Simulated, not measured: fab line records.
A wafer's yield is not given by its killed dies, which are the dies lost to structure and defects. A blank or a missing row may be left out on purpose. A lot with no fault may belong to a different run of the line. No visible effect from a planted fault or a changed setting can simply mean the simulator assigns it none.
A struck lot beside a sound one -- flow nand_harc -- 11 out of 1302 route steps
Sound: the wafers L186.1, L186.3, L186.6. Wafers L197.1, L197.2, L197.4 were the ones struck. At the end, the cause is stated.
Order at every step that has rows: each side's tool, ch and its chambers, its first start. Under that, the readings that differ: sound wafers -- struck wafers -- difference of the means -- sigmas: that difference in standard deviations of wafers without a fault.
alike: same words and numbers on both sides, and readings whose means sit less than 2 such deviations apart. not compared: any withheld reading, any reading some wafer has no value for, any bound like >300 that may hide the same value, and any number with overlapping values for which the record gives no deviation.
Wherever a step has rows on one side only, a row that says differs or no value, or a row with sigmas, the two part there. When numbers do not overlap yet have no deviation, they are printed without sigmas and do not part them. Lack of a reading on every wafer of one side parts them only where that side has two or more wafers.

first, 1 step without rows for these wafers: NHARC_A_WL_FILL_CVD_23 (deposits poly-Si, target thk 40 nm, time 800 s).
NHARC_A_WL_FILL_ETCHBACK_26: etches the open film in HBr, target depth 52 nm, time 13.3 s.
  sound on rie_si-01 ch 0,3, day 21 14:04; struck on rie_si-04 ch 0,2,3, day 26 21:56
  alike: drypump_motor_current_A, oes_product_au, throttle_valve_pct
  not compared: rf_hours_counter_h
then, 2 steps without rows for these wafers: NHARC_A_WL_FILL_PRECLEAN_30 (cleans in dHF, time 10 s); NHARC_A_WL_FILL_SRD_14.
NHARC_A_WL_FILL_ALD_19: deposits TiN, target thk 2 nm, pulse time 3 s, ald cycles 100.
  sound on ald_metal-04 ch 0,2, day 21 14:20; struck on ald_metal-01 ch 0,2,3, day 26 22:15
  alike: heater_power_w, precursor_pulse_height_rel
NHARC_A_WL_FILL_CVD_20: deposits W, target thk 100 nm, time 74 s.
  sound: cvd_w-02 ch 1; struck: cvd_w-02 ch 0,1
  alike: heater_power_w, mfc_h2_sccm, throttle_valve_pct
NHARC_A_WL_FILL_CMP_12: polishes, t overpolish 30 s, target thk 100 nm.
  sound on cmp-01 ch 1,2, day 21 14:43; struck on cmp-01 ch 1,2,3, day 26 22:38
  alike: motor_current_A, overpolish_run_s, time_to_endpoint_s
after that, 1 step had no rows for these wafers: NHARC_A_WL_FILL_SRD_31.
NHARC_A_WL_FILL_INSPECT_15:
  sound: defect_inspect-01 at day 21 15:11; struck: defect_inspect-02 at day 26 23:08
  alike: raw_defect_count
NHARC_A_CONTACT_DEP_24: deposits SiO2, target thk 500 nm.
  sound on pecvd-02 ch 0,1, day 21 15:19; struck on pecvd-01 ch 1,2, day 26 23:16
reading,sound,struck,difference,sigmas
rf_fwd_power_W (W),902.6 900.0 897.9,1005.9 1009.3 1006.7,+107.1,+43
  alike: heater_power_w, throttle_valve_pct
NHARC_END_SORT_01:
  the record has rows for the sound wafers here (prober-02 ch 0, day 25 03:18) and none for the struck ones

== WHERE THEY PART ==
First at NHARC_A_CONTACT_DEP_24; last, within this record, at NHARC_END_SORT_01.

WHY: what the simulator had put in
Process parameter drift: pecvd-01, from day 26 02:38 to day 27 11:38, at NHARC_A_CONTACT_DEP_24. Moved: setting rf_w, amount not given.
